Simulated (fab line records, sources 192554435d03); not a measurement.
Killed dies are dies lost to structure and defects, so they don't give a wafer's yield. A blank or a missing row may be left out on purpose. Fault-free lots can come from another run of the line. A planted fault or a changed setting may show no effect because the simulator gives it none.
8D (eight disciplines) problem report, filled in by code -- flow n5_finfet -- the parts of the form that need people (team, actions taken, sign-off) are left out

## 1. WHAT IS WRONG
Wafers free of any fault read 0.4 nm (standard deviation 0.82) for SDB_OVL at N5_SDB_OVL_MEAS_12, against a mean of 6.6 nm on 6 wafers of 2 lots. Relative to the usual mean, that is a shift of +7.6 standard deviations.
First seen on wafer L435.2, day 8 06:11, on overlay-01. Wafers with a number at this step in the record: 35, from 13 lots. Rule for "out", or "out of limits": more than 4 standard deviations from the usual mean. The rest of the wafers with a number are treated as sound.

## 2. WHAT IT IS; WHAT IT IS NOT
question,is,is not
which readings at this step,SDB_OVL,-
which lots,"L435, L436","L417, L418, L419, L420, L422, L423, L424, L429, L437, L438, L439"
which wafers of those lots,all that have a number,-
read on which gauges,overlay-01,overlay-02
when,from day 8 06:11,"up to then (21 sound wafers); but 8 sound wafers of L437, L438, L439 came after"

## 3. THE SUSPECTS, EACH WITH WHAT RULES IT OUT
Counting: a tool at any process step up to the reading remains a suspect when it ran all the lots that are out and ran no sound lot after the first of those.
- the gauge at N5_SDB_OVL_MEAS_12: kept. All the wafers that are out were read on overlay-01, and no step on other tools shows them out.
- rtp_anneal-01 at N5_SD_ACTIVATION_RTA_00 (time 0 s): ruled out as a lasting fault. Sound lots L438, L439 ran on it after its first lot that is out, L435 (day 7 22:42).
- arfi_scanner-01 at N5_SDB_EXPOSE_08 (exposes mask SDB): kept. Every lot that is out went through it, starting with L435 (day 8 06:02), and after that it ran no sound lot; the last sound lot it ran before then is L429 (day 7 02:01).
After counting, arfi_scanner-01 at N5_SDB_EXPOSE_08 and overlay-01 at N5_SDB_OVL_MEAS_12 remain.

## 4. THE CAUSE (what the simulator had put in)
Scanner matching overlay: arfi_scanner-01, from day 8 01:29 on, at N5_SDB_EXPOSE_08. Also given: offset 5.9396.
Counting left 2 suspects, and this tool is among them.

## 5. THE CHAIN OF EFFECTS, in route order
Rows list readings where the struck wafers' mean (over those with a number) sits beyond 3 standard deviations from the usual. Scope: only readings with a usual standard deviation given in the record; hours: median across lots of the time from each lot's start at the first step in this table that gives one to its start at this step; sigmas: change in usual standard deviations.
hours,step,reading,usual,on struck wafers,change,sigmas
0,N5_SDB_OVL_MEAS_12,SDB_OVL,0.4 nm,6.6,+6.2,+7.6

## 6. HOW IT WOULD HAVE BEEN CAUGHT EARLIER
5 hours passed between the start of the fault at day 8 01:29 and the first reading out of limits at a measuring or inspecting step in this record, taken at day 8 06:11.
L436, from the lots that are out (2), started N5_SDB_EXPOSE_08 on arfi_scanner-01 later than day 8 06:11. It would have been spared by a hold on the tool at that moment.
